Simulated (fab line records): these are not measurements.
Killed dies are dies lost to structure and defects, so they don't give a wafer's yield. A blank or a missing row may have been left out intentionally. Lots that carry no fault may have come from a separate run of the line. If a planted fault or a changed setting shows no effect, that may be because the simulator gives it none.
The tool behind it: which one?	flow nand_harc	29 wafers from 11 lots sampled at 7 of the route's 1302 steps

## WHAT THE GAUGES READ, wafer by wafer
NHARC_P_GATE_INSPECT_68.
lot	measured	on	raw_defect_count
L778	day 5 22:49	defect_inspect-01	182 268 224
L779	day 6 02:16	defect_inspect-01	197 145 123
L780	day 6 15:11	defect_inspect-02	196 225 195
L784	day 8 02:53	defect_inspect-01	237 134 198
L785	day 8 17:10	defect_inspect-02	229 194 135
L788	day 9 20:19	defect_inspect-02	134 101 95
L787	day 9 21:13	defect_inspect-02	339 261 198
L789	day 10 13:17	defect_inspect-02	139 189 230
L790	day 10 16:08	defect_inspect-02	234 161 236
L792	day 11 22:22	defect_inspect-02	1262 1264
L793	day 11 23:15	defect_inspect-02	1024 1007

NHARC_END_SORT_01.
lot	measured	on	killed_at_array	killed_at_other	killed_at_periphery	killed_dies	killed_open	killed_short
L788	day 28 19:59	prober-02	60	1	2	63	0	3
L787	day 28 13:51	prober-01	22 21 20	0 1 0	6 9 2	28 31 22	6 3 2	2 3 3
L789	day 29 04:23	prober-02	112 86 84	1 1 0	2 2 4	115 89 88	1 4 2	0 1 1
L792	day 31 09:29	prober-01	50	1	91	142	6	3
L793	day 31 11:49	prober-01	78	0	96	174	2	1

## WHAT TOOL EACH LOT RAN ON (gives the tool, then ch and the chambers of the sampled wafers, and finally the start)
lot	NHARC_P_GATE_STRIP_76	NHARC_P_GATE_RTA_82	NHARC_P_CONTACT_DEP_30	NHARC_P_CONTACT_DEP_00	NHARC_P_CONTACT_ETCH_35
L778	plasma_asher-01 ch 0,1, day 5 18:28	rtp_anneal-01 ch 0, day 5 22:37	pecvd-03 ch 1,2, day 5 22:53	pecvd-03 ch 1,2, day 6 00:43 or earlier	rie_diel-12 ch 0,1,3, day 6 00:43
L779	plasma_asher-02 ch 0,1, day 5 22:17	rtp_anneal-01 ch 0, day 6 02:04	pecvd-04 ch 0,1,2, day 6 02:20	pecvd-04 ch 0,1,2, day 6 04:01 or earlier	rie_diel-12 ch 0,1,3, day 6 04:01
L780	plasma_asher-02 ch 0,1, day 6 11:12	rtp_anneal-01 ch 0, day 6 15:01	pecvd-02 ch 1,2, day 6 15:20	pecvd-02 ch 1,2, day 6 17:07 or earlier	rie_diel-12 ch 0,2, day 6 17:07
L784	plasma_asher-02 ch 1, day 7 22:54	rtp_anneal-01 ch 0, day 8 02:41	pecvd-03 ch 0,2, day 8 02:57	pecvd-03 ch 0,2, day 8 03:18	rie_diel-10 ch 0,1,3, day 8 04:53
L785	plasma_asher-01 ch 1, day 8 13:08	rtp_anneal-02 ch 0, day 8 16:58	pecvd-02 ch 0,2, day 8 17:19	pecvd-02 ch 0,2, day 8 19:02 or earlier	rie_diel-10 ch 1,2,3, day 8 19:02
L788	plasma_asher-02 ch 0,1, day 9 16:20	rtp_anneal-01 ch 0, day 9 20:09	pecvd-04 ch 0,1,2, day 9 20:26	pecvd-04 ch 0,1,2, day 9 22:07 or earlier	rie_diel-10 ch 0,2,3, day 9 22:07
L787	plasma_asher-02 ch 0,1, day 9 17:13	rtp_anneal-01 ch 0, day 9 21:04	pecvd-03 ch 0,1, day 9 21:22	pecvd-03 ch 0,1, day 9 23:06 or earlier	rie_diel-12 ch 0,2, day 9 23:06
L789	plasma_asher-01 ch 0,1, day 10 09:19	rtp_anneal-02 ch 0, day 10 13:05	pecvd-03 ch 1,2, day 10 13:26	pecvd-03 ch 1,2, day 10 15:12 or earlier	rie_diel-07 ch 0,2,3, day 10 15:12
L790	plasma_asher-01 ch 0,1, day 10 12:10	rtp_anneal-02 ch 0, day 10 15:56	pecvd-03 ch 0,1,2, day 10 16:12	pecvd-03 ch 0,1,2, day 10 18:01 or earlier	rie_diel-10 ch 0,1,2, day 10 18:01
L792	plasma_asher-01 ch 1, day 11 18:25	rtp_anneal-02 ch 0, day 11 22:14	pecvd-03 ch 2, day 12 04:11	pecvd-03 ch 2, day 12 13:30 or earlier	rie_diel-12 ch 2, day 12 13:30
L793	plasma_asher-01 ch 1, day 11 19:08	rtp_anneal-01 ch 0, day 11 23:08	pecvd-04 ch 2, day 12 00:31	pecvd-04 ch 2, day 12 13:29 or earlier	rie_diel-12 ch 0, day 12 13:29
- NHARC_P_GATE_STRIP_76: strips in O2.
- NHARC_P_GATE_RTA_82: time 30 s.
- NHARC_P_CONTACT_DEP_30: deposits SiNx, target thk 30 nm.
- NHARC_P_CONTACT_DEP_00: deposits SiO2, target thk 500 nm.
- NHARC_P_CONTACT_ETCH_35: etches the open film in CF4, target depth 39 nm, time 65 s.

## WHAT THE TOOLS THEMSELVES READ (means of the sampled wafers that have a number; where no wafer has one, the mark that the record gives instead)
NHARC_P_GATE_STRIP_76.
lot	tool	drypump_motor_current_A (A)	heater_power_w (W)	temp_c (C)
L778	plasma_asher-01	5.8	351	250.07
L779	plasma_asher-02	6.1	344	249.91
L780	plasma_asher-02	6.1	344	250.02
L784	plasma_asher-02	5.6	413	250.09
L785	plasma_asher-01	6.0	364	250.12
L788	plasma_asher-02	6.1	346	250.14
L787	plasma_asher-02	5.9	377	249.79
L789	plasma_asher-01	5.6	318	250.00
L790	plasma_asher-01	5.6	312	249.94
L792	plasma_asher-01	6.0	369	249.77
L793	plasma_asher-01	6.0	370	249.95

NHARC_P_GATE_RTA_82.
lot	tool	lamp_power_pct (%)	wafer_temp_C_max
L778	rtp_anneal-01	3.74	452.6
L779	rtp_anneal-01	3.74	452.7
L780	rtp_anneal-01	3.74	452.2
L784	rtp_anneal-01	3.74	453.0
L785	rtp_anneal-02	4.07	451.9
L788	rtp_anneal-01	3.74	453.0
L787	rtp_anneal-01	3.74	452.8
L789	rtp_anneal-02	4.06	451.5
L790	rtp_anneal-02	4.07	451.4
L792	rtp_anneal-02	4.06	451.2
L793	rtp_anneal-01	3.74	452.5

NHARC_P_CONTACT_DEP_30.
lot	tool	heater_power_w (W)	rf_fwd_power_W (W)
L778	pecvd-03	637	446.3
L779	pecvd-04	756	448.7
L780	pecvd-02	801	449.6
L784	pecvd-03	771	448.4
L785	pecvd-02	762	448.5
L788	pecvd-04	736	448.6
L787	pecvd-03	634	448.3
L789	pecvd-03	675	449.0
L790	pecvd-03	702	447.7
L792	pecvd-03	757	448.8
L793	pecvd-04	814	449.6

NHARC_P_CONTACT_DEP_00.
lot	tool	heater_power_w (W)	rf_fwd_power_W (W)	throttle_valve_pct (%)
L778	pecvd-03	485	899.2	15.5
L779	pecvd-04	583	898.9	15.4
L780	pecvd-02	626	897.6	15.7
L784	pecvd-03	551	899.6	16.0
L785	pecvd-02	568	897.7	16.4
L788	pecvd-04	581	897.8	15.7
L787	pecvd-03	434	897.9	15.8
L789	pecvd-03	562	896.8	15.3
L790	pecvd-03	527	897.2	15.6
L792	pecvd-03	628	901.0	15.2
L793	pecvd-04	704	894.4	16.2

NHARC_P_CONTACT_ETCH_35.
lot	tool	drypump_motor_current_A (A)	oes_product_au (a.u.)	rf_fwd_power_W (W)	rf_vpp_V (V)	showerhead_plenum_p_Torr (Torr)	throttle_valve_pct (%)
L778	rie_diel-12	6.3	1.006	297.1	151.3	1.79	13.276
L779	rie_diel-12	6.2	1.000	297.2	152.0	1.79	13.284
L780	rie_diel-12	5.8	1.013	297.6	151.2	1.78	13.276
L784	rie_diel-10	6.4	1.003	299.2	152.1	1.81	13.292
L785	rie_diel-10	6.2	1.009	298.1	151.5	1.79	13.283
L788	rie_diel-10	6.0	0.998	297.3	150.7	1.74	13.284
L787	rie_diel-12	5.9	0.996	297.8	150.6	1.80	13.281
L789	rie_diel-07	5.9	0.976	296.5	150.9	1.78	13.296
L790	rie_diel-10	6.1	1.002	297.4	151.7	1.75	13.291
L792	rie_diel-12	5.7	1.019	297.4	150.0	1.76	13.291
L793	rie_diel-12	5.9	0.992	297.2	151.7	1.82	13.306

## THE ANSWER, worked out from the rows above alone
Rule: what is usual is taken from the lots themselves. The widest of any qualifying gaps counts: lots, ordered by their means at a reading, are off when they make up no more than a third of the lots, leave a main group of 4 or more, and stand apart from it by 3 or more times the standard deviation of that group's means. If all means in a main group match to the digits the tables above print for the reading, that group is not used. A lot without any number at a reading at which 4 lots or more have one is off too. All remaining lots with rows at the step are treated as sound. The gauges are gone through in route order, then the tools' own readings, and for those a lot's mean is taken as printed above. The first step at which some lot is off is used, and at that step the reading that is off furthest; a lot without a number counts as furthest.
Off at NHARC_P_GATE_INSPECT_68 (raw_defect_count): L792, L793. Main group: mean 193, sd 41.
A tool fits if, at a process step before that reading, it ran every lot that is off, and no sound lot after the first of them. Gauges at NHARC_P_GATE_INSPECT_68: tried the same way as those tools. Can't be told from this: 2 tools fit, plasma_asher-01 at NHARC_P_GATE_STRIP_76, defect_inspect-02 at NHARC_P_GATE_INSPECT_68.

## WHAT WAS PUT IN BY THE SIMULATOR
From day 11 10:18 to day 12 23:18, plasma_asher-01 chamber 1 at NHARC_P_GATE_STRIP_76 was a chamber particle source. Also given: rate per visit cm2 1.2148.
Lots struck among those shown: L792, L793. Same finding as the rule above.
